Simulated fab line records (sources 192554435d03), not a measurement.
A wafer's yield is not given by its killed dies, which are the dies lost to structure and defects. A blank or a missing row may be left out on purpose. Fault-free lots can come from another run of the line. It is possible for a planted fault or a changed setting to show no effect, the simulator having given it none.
Struck lot and sound lot, side by side ; flow n5 finfet ; 38 steps out of a route of 1938
Sound: the wafers L805.1, L805.5, L805.6. Wafers struck: L816.1, L816.4, L816.6. Last of all comes the cause.
Order at every step that has rows: each side's tool, ch and its chambers, its first start. Under that, the readings that differ: sound wafers ; struck wafers ; difference of the means ; sigmas: that difference in standard deviations of wafers without a fault.
alike: words and numbers the same on both sides, and readings whose means are apart by under 2 such deviations; not compared: readings that were withheld, readings missing a value for some wafer, numbers with overlapping values and no deviation given by the record, and bounds like >300 which may hide the same value.
The two part at a step that has a row with sigmas, a row that says differs or no value, or rows on one side only. Numbers that don't overlap but have no deviation are shown without sigmas and don't part them. A reading that every wafer of one side lacks parts them only if that side has two wafers or more.

first, 10 steps without rows for these wafers: N5_DUMMY_GATE_SRD_26 (time 30 s); N5_DUMMY_GATE_UV_OZONE_45 (time 120 s); N5_SPACER0_ALD_07 (deposits SiNx, target thk 2 nm); N5_SPACER0_ALD_00 (deposits SiOCN, target thk 3.5 nm, pulse time 3 s, purge time 2 s); N5_SPACER0_ALD_08 (deposits SiNx, target thk 2 nm); N5_SD_EPI_N_COAT_32 (time 60 s, resist thk 350 nm); N5_SD_EPI_N_COAT_33 (time 60 s, resist thk 35 nm); N5_SD_EPI_N_COAT_03 (resist thk 150 nm); N5_SD_EPI_N_EBR_05; N5_SD_EPI_N_SOFTBAKE_04 (time 60 s).
N5_SD_EPI_N_EXPOSE_06: exposes mask SD N BLK, target cd 120 nm.
  sound on arfi scanner-02 ch 0, day 4 10:42; struck on arfi scanner-02 ch 0, day 7 08:44
reading;sound;struck;difference;sigmas
exposure dose mJ cm2;39.71 39.74 39.68;29.64 29.63 29.62;-10.08;-99 or more
  alike: mask, focus offset nm, stage vel mm s
then, 2 steps without rows for these wafers: N5_SD_EPI_N_PEB_07 (peb time 60 s); N5_SD_EPI_N_DEVELOP_08 (develop time 30 s).
N5_SD_EPI_N_CD_MEAS_09 targets a cd of 120 nm.
  sound on cd sem-01 ch 0, day 4 10:50; struck on cd sem-03 ch 0, day 7 08:51
reading;sound;struck;difference;sigmas
cd nm (nm);119.5 119.6 120.2;100.5 99.3 101.2;-19.4;-35
N5_SD_EPI_N_DESCUM_14: chemistry O2, time 7.9 s.
  sound on rie diel-03 ch 1,2, day 4 11:01; struck on rie diel-04 ch 1,3, day 7 09:06
reading;sound;struck;difference;sigmas
model.SD_EPI_N.cd nm (nm);119.6 119.4 119.8;100.2 99.6 101.2;-19.3;
  alike: drypump motor current A, oes product au, rf vpp V, showerhead plenum p Torr, throttle valve pct
  not compared: rf hours counter h
then, 7 steps without rows for these wafers: N5_SD_EPI_N_ETCH_34 (etches SiARC in CF4, target depth 45.5 nm, time 75.8 s); N5_SD_EPI_N_ETCH_35 (etches SOC in N2/H2, overetch 108 nm, time 486 s); N5_SD_EPI_N_STRIP_36 (strips in N2/H2); N5_SD_EPI_N_ETCHBACK_44 (etches SiNx in CH3F/O2, stops on SiO2, target depth 14.5 nm); N5_SD_EPI_N_ETCH_45 (etches SiOCN in CH3F/O2, target depth 6 nm); N5_SD_EPI_N_ETCH_16 (etches SiO2 in CHF3/O2, target depth 5 nm); N5_SD_EPI_N_STRIP_47 (strips in CHF3/O2).
N5_SD_EPI_N_SD_RECESS_17: chemistry HBr/Cl2/O2, target depth 41 nm, time 23.7 s, bt time 3 s.
  sound on rie si-05 ch 0,3, day 4 11:42; struck on rie si-02 ch 2,3, day 7 09:47
reading;sound;struck;difference;sigmas
model.SD_EPI_N.cd nm (nm);118.6 117.8 118.6;101.2 99.4 100;-18.1;
  alike: O2_flow_sccm, drypump motor current A, oes product au, throttle valve pct
  not compared: rf hours counter h
then, 13 steps without rows for these wafers: N5_SD_EPI_N_STRIP_38 (strips in N2/H2); N5_SD_EPI_N_WET_ETCH_43 (etches SiO2 in dHF, time 14 s, target depth 1.5 nm); N5_SD_EPI_N_STRIP_18 (strips in SPM, time 750 s); N5_SD_EPI_N_SRD_20 (time 30 s); N5_SD_EPI_N_PRECLEAN_48 (cleans in NF3:NH3, afs cycles 2, time 20 s, sublimation time 60 s); N5_SD_EPI_N_VAPOR_ETCH_50 (etches Si in HCl, time 54 s); N5_SD_EPI_N_EPI_21 (deposits Si:P, time 690 s); N5_SD_EPI_N_PRECLEAN_24 (cleans in O3/DIW, time 60 s); N5_SD_EPI_N_SRD_25 (time 30 s); N5_SD_EPI_N_PRECLEAN_49 (cleans in NF3:NH3, afs cycles 1, time 20 s, sublimation time 60 s); N5_SD_EPI_N_LINER_46 (material SiNx, target thk 3 nm); N5_SD_EPI_P_COAT_34 (time 60 s, resist thk 350 nm); N5_SD_EPI_P_COAT_35 (time 60 s, resist thk 35 nm).
-- record jumps: 5 days separate the struck wafers' starts on either side; left off in module SD_EPI_P, taken up again in module BEOL_M4, whose first shown step is the route's number 1111 --
N5_BEOL_M4_RC_MEAS_101:
  sound on prober-01 ch 0, day 9 05:29; struck on prober-02 ch 0, day 12 12:32
  alike: DIBL_N, DIBL_P, IOFF_N, IOFF_P, ION_N, ION_P, SS_N, SS_P, VT_N, VT_P
-- record jumps: 4 days separate the struck wafers' starts on either side; left off in module BEOL_M4, taken up again in module PASSIVATION, whose first shown step is the route's number 1936 --
N5_PASSIVATION_PROBE_49:
  sound on prober-01, day 13 21:55; struck on prober-01, day 16 14:55
reading;sound;struck;difference;sigmas
defect limited yield (%);92.6 92.5 91.7;64.6 54.4 54.3;-34.5;-25
killed at front end;19 35 42;349 480 456;+396;+33
killed dies;87 88 98;418 538 539;+407;+24
sort_bin_5_function (%);4.5 4.2 5.3;31.2 41.1 42.5;+33.6;+35
sort n pass;1093 1092 1082;762 642 641;-407;-24
sort yield pct (%);92.6 92.5 91.7;64.6 54.4 54.3;-34.5;-25
  alike: killed_at_M0_to_M3, killed_at_M4_up, killed at contacts, killed at other, killed on rim, killed open, killed short, sort_bin_6_memory

WHERE THEY PART
First at N5_SD_EPI_N_EXPOSE_06; last, within this record, at N5_PASSIVATION_PROBE_49.

WHY: what the simulator had put in
Process parameter drift: arfi scanner-02, from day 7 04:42 on, at N5_SD_EPI_N_EXPOSE_06. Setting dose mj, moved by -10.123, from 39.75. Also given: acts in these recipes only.
